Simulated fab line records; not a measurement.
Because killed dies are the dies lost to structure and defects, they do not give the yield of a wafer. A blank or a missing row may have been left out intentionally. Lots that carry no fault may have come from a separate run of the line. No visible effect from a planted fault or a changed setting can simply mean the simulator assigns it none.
Split-lot study :: flow n5 finfet :: 39 wafers read from 7 lots, route of 1938 steps

THE SPLIT
At N5_BEOL_M5_DEP_56 (deposits SiCN from 3MS/NH3, target thk 8 nm, time 14 s), the setting target thk a was moved away from the recipe's 80 angstrom on 15 of the 39 wafers read, by -39.2% to +48.0%. All remaining wafers had this setting at the recipe value.

The reading comes from the split's own step.

THE READING
SiCN_of_BEOL_M5_DEP_56.thk nm (the simulator's own value, which no gauge read), in nm, at N5_BEOL_M5_DEP_56 (deposits SiCN from 3MS/NH3, target thk 8 nm, time 14 s). The file does not state a usual value for it. Across the 24 wafers here that went through the recipe, the average is 7.9 nm and the standard deviation 0.15 nm.

wafer: L074.1
tool, chamber at the split: pecvd-02, 1
target thk a as run, angstrom: 80
against the recipe: recipe
SiCN_of_BEOL_M5_DEP_56.thk nm, nm: 7.6
against lot-mates on the recipe: -

wafer: L074.2
tool, chamber at the split: pecvd-02, 2,2,1
target thk a as run, angstrom: 80
against the recipe: recipe
SiCN_of_BEOL_M5_DEP_56.thk nm, nm: 7.8
against lot-mates on the recipe: -

wafer: L074.5
tool, chamber at the split: pecvd-02, 2,2,1
target thk a as run, angstrom: 80
against the recipe: recipe
SiCN_of_BEOL_M5_DEP_56.thk nm, nm: 7.8
against lot-mates on the recipe: -

wafer: L074.6
tool, chamber at the split: pecvd-02, 2,2,1
target thk a as run, angstrom: 80
against the recipe: recipe
SiCN_of_BEOL_M5_DEP_56.thk nm, nm: 7.8
against lot-mates on the recipe: -

wafer: L074.3
tool, chamber at the split: pecvd-02, 0
target thk a as run, angstrom: 80
against the recipe: recipe
SiCN_of_BEOL_M5_DEP_56.thk nm, nm: 8
against lot-mates on the recipe: -

wafer: L074.4
tool, chamber at the split: pecvd-02, 0
target thk a as run, angstrom: 80
against the recipe: recipe
SiCN_of_BEOL_M5_DEP_56.thk nm, nm: 8
against lot-mates on the recipe: -

wafer: L076.1
tool, chamber at the split: pecvd-03, 2
target thk a as run, angstrom: 100.4
against the recipe: +25.5%
SiCN_of_BEOL_M5_DEP_56.thk nm, nm: 9.8
against lot-mates on the recipe: +1.9

wafer: L076.2
tool, chamber at the split: pecvd-03, 1,0
target thk a as run, angstrom: 80
against the recipe: recipe
SiCN_of_BEOL_M5_DEP_56.thk nm, nm: 7.8
against lot-mates on the recipe: -

wafer: L076.4
tool, chamber at the split: pecvd-03, 1,0
target thk a as run, angstrom: 80
against the recipe: recipe
SiCN_of_BEOL_M5_DEP_56.thk nm, nm: 7.8
against lot-mates on the recipe: -

wafer: L076.3
tool, chamber at the split: pecvd-03, 0
target thk a as run, angstrom: 80
against the recipe: recipe
SiCN_of_BEOL_M5_DEP_56.thk nm, nm: 8
against lot-mates on the recipe: -

wafer: L076.5
tool, chamber at the split: pecvd-03, 2,1
target thk a as run, angstrom: 100.4
against the recipe: +25.5%
SiCN_of_BEOL_M5_DEP_56.thk nm, nm: 10
against lot-mates on the recipe: +2.1

wafer: L076.6
tool, chamber at the split: pecvd-03, 2,1
target thk a as run, angstrom: 100.4
against the recipe: +25.5%
SiCN_of_BEOL_M5_DEP_56.thk nm, nm: 10
against lot-mates on the recipe: +2.1

wafer: L080.1
tool, chamber at the split: pecvd-02, 2
target thk a as run, angstrom: 53.93
against the recipe: -32.6%
SiCN_of_BEOL_M5_DEP_56.thk nm, nm: 5.2
against lot-mates on the recipe: -2.7

wafer: L080.2
tool, chamber at the split: pecvd-02, 1
target thk a as run, angstrom: 80
against the recipe: recipe
SiCN_of_BEOL_M5_DEP_56.thk nm, nm: 7.8
against lot-mates on the recipe: -

wafer: L080.6
tool, chamber at the split: pecvd-02, 1
target thk a as run, angstrom: 80
against the recipe: recipe
SiCN_of_BEOL_M5_DEP_56.thk nm, nm: 7.8
against lot-mates on the recipe: -

wafer: L080.3
tool, chamber at the split: pecvd-02, 0
target thk a as run, angstrom: 53.93
against the recipe: -32.6%
SiCN_of_BEOL_M5_DEP_56.thk nm, nm: 5.6
against lot-mates on the recipe: -2.3

wafer: L080.5
tool, chamber at the split: pecvd-02, 0
target thk a as run, angstrom: 53.93
against the recipe: -32.6%
SiCN_of_BEOL_M5_DEP_56.thk nm, nm: 5.6
against lot-mates on the recipe: -2.3

wafer: L080.4
tool, chamber at the split: pecvd-02, 2
target thk a as run, angstrom: 80
against the recipe: recipe
SiCN_of_BEOL_M5_DEP_56.thk nm, nm: 8
against lot-mates on the recipe: -

wafer: L091.1
tool, chamber at the split: pecvd-02, 1,2
target thk a as run, angstrom: 118.4
against the recipe: +48.0%
SiCN_of_BEOL_M5_DEP_56.thk nm, nm: 11.6
against lot-mates on the recipe: +3.5

wafer: L091.2
tool, chamber at the split: pecvd-02, 1,2
target thk a as run, angstrom: 118.4
against the recipe: +48.0%
SiCN_of_BEOL_M5_DEP_56.thk nm, nm: 11.6
against lot-mates on the recipe: +3.5

wafer: L091.3
tool, chamber at the split: pecvd-02, 0,1
target thk a as run, angstrom: 80
against the recipe: recipe
SiCN_of_BEOL_M5_DEP_56.thk nm, nm: 8
against lot-mates on the recipe: -

wafer: L091.5
tool, chamber at the split: pecvd-02, 0,1
target thk a as run, angstrom: 80
against the recipe: recipe
SiCN_of_BEOL_M5_DEP_56.thk nm, nm: 8
against lot-mates on the recipe: -

wafer: L091.4
tool, chamber at the split: pecvd-02, 0
target thk a as run, angstrom: 80
against the recipe: recipe
SiCN_of_BEOL_M5_DEP_56.thk nm, nm: 8.2
against lot-mates on the recipe: -

wafer: L091.6
tool, chamber at the split: pecvd-02, 2
target thk a as run, angstrom: 118.4
against the recipe: +48.0%
SiCN_of_BEOL_M5_DEP_56.thk nm, nm: 12
against lot-mates on the recipe: +3.9

wafer: L090.1
tool, chamber at the split: pecvd-03, 2
target thk a as run, angstrom: 80
against the recipe: recipe
SiCN_of_BEOL_M5_DEP_56.thk nm, nm: 7.8
against lot-mates on the recipe: -

wafer: L090.2
tool, chamber at the split: pecvd-03, 1,0
target thk a as run, angstrom: 80
against the recipe: recipe
SiCN_of_BEOL_M5_DEP_56.thk nm, nm: 8
against lot-mates on the recipe: -

wafer: L090.3
tool, chamber at the split: pecvd-03, 1,0
target thk a as run, angstrom: 80
against the recipe: recipe
SiCN_of_BEOL_M5_DEP_56.thk nm, nm: 8
against lot-mates on the recipe: -

wafer: L090.4
tool, chamber at the split: pecvd-03, 2,1,0
target thk a as run, angstrom: 48.62
against the recipe: -39.2%
SiCN_of_BEOL_M5_DEP_56.thk nm, nm: 4.8
against lot-mates on the recipe: -3.1

wafer: L090.5
tool, chamber at the split: pecvd-03, 2,1,0
target thk a as run, angstrom: 48.62
against the recipe: -39.2%
SiCN_of_BEOL_M5_DEP_56.thk nm, nm: 4.8
against lot-mates on the recipe: -3.1

wafer: L090.6
tool, chamber at the split: pecvd-03, 2,1,0
target thk a as run, angstrom: 48.62
against the recipe: -39.2%
SiCN_of_BEOL_M5_DEP_56.thk nm, nm: 4.8
against lot-mates on the recipe: -3.1

wafer: L093.1
tool, chamber at the split: pecvd-02, 1
target thk a as run, angstrom: 80
against the recipe: recipe
SiCN_of_BEOL_M5_DEP_56.thk nm, nm: 7.6
against lot-mates on the recipe: -

wafer: L093.2
tool, chamber at the split: pecvd-02, 0
target thk a as run, angstrom: 98.32
against the recipe: +22.9%
SiCN_of_BEOL_M5_DEP_56.thk nm, nm: 9.6
against lot-mates on the recipe: +1.8

wafer: L093.3
tool, chamber at the split: pecvd-02, 0
target thk a as run, angstrom: 98.32
against the recipe: +22.9%
SiCN_of_BEOL_M5_DEP_56.thk nm, nm: 9.8
against lot-mates on the recipe: +2.0

wafer: L093.4
tool, chamber at the split: pecvd-02, 1
target thk a as run, angstrom: 80
against the recipe: recipe
SiCN_of_BEOL_M5_DEP_56.thk nm, nm: 7.8
against lot-mates on the recipe: -

wafer: L093.5
tool, chamber at the split: pecvd-02, 0
target thk a as run, angstrom: 80
against the recipe: recipe
SiCN_of_BEOL_M5_DEP_56.thk nm, nm: 8
against lot-mates on the recipe: -

wafer: L093.6
tool, chamber at the split: pecvd-02, 1
target thk a as run, angstrom: 98.32
against the recipe: +22.9%
SiCN_of_BEOL_M5_DEP_56.thk nm, nm: 9.4
against lot-mates on the recipe: +1.6

wafer: L096.1
tool, chamber at the split: pecvd-03, 2
target thk a as run, angstrom: 80
against the recipe: recipe
SiCN_of_BEOL_M5_DEP_56.thk nm, nm: 7.8
against lot-mates on the recipe: -

wafer: L096.4
tool, chamber at the split: pecvd-03, 0
target thk a as run, angstrom: 80
against the recipe: recipe
SiCN_of_BEOL_M5_DEP_56.thk nm, nm: 8.2
against lot-mates on the recipe: -

wafer: L096.5
tool, chamber at the split: pecvd-03, 1
target thk a as run, angstrom: 80
against the recipe: recipe
SiCN_of_BEOL_M5_DEP_56.thk nm, nm: 8
against lot-mates on the recipe: -
The file does not say which wafer passed through which chamber wherever a row lists several chambers: such a row stands for several wafers.

THE FIT
A straight line over all 39 wafers: SiCN_of_BEOL_M5_DEP_56.thk nm changes by +0.0782 nm for each +1% of target thk a; r = +1.00; the points scatter about the line by 0.16 nm.
The same after taking each lot's own level away (the mean of its wafers on the recipe; 39 wafers): +0.0775 nm for each +1%; r = +1.00; scatter 0.15 nm.
The reading moves by 3.7 nm for the largest change in target thk a, on that fit.
Across the lots, their own levels run from 7.80 to 8.07 nm, a range of 1.7 times the standard deviation given above.
Hence the lot-to-lot level has little effect on the slope; both slopes agree.
Check: with one of the wafers moved furthest among these (+48.0%) left out of the fit, the line predicts +3.76 nm for it against its lot-mates. It came out at +3.53 nm against them.

FURTHER SPLITS ON THESE WAFERS
Note: prior to the reading, these wafers also went through further splits. Each is held against what the fit with the lots' levels taken away leaves over:
other split on the same wafers: N5_BEOL_M4_ALD_98 ald cycles
wafers away from the commonest value: 18
r with SiCN_of_BEOL_M5_DEP_56.thk nm (lot level and that fit taken away): -0.28

THE FILE'S OWN FIT
SiCN_of_BEOL_M5_DEP_56.thk nm changes by +0.0775 nm for each +1% of target thk a, r = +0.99.
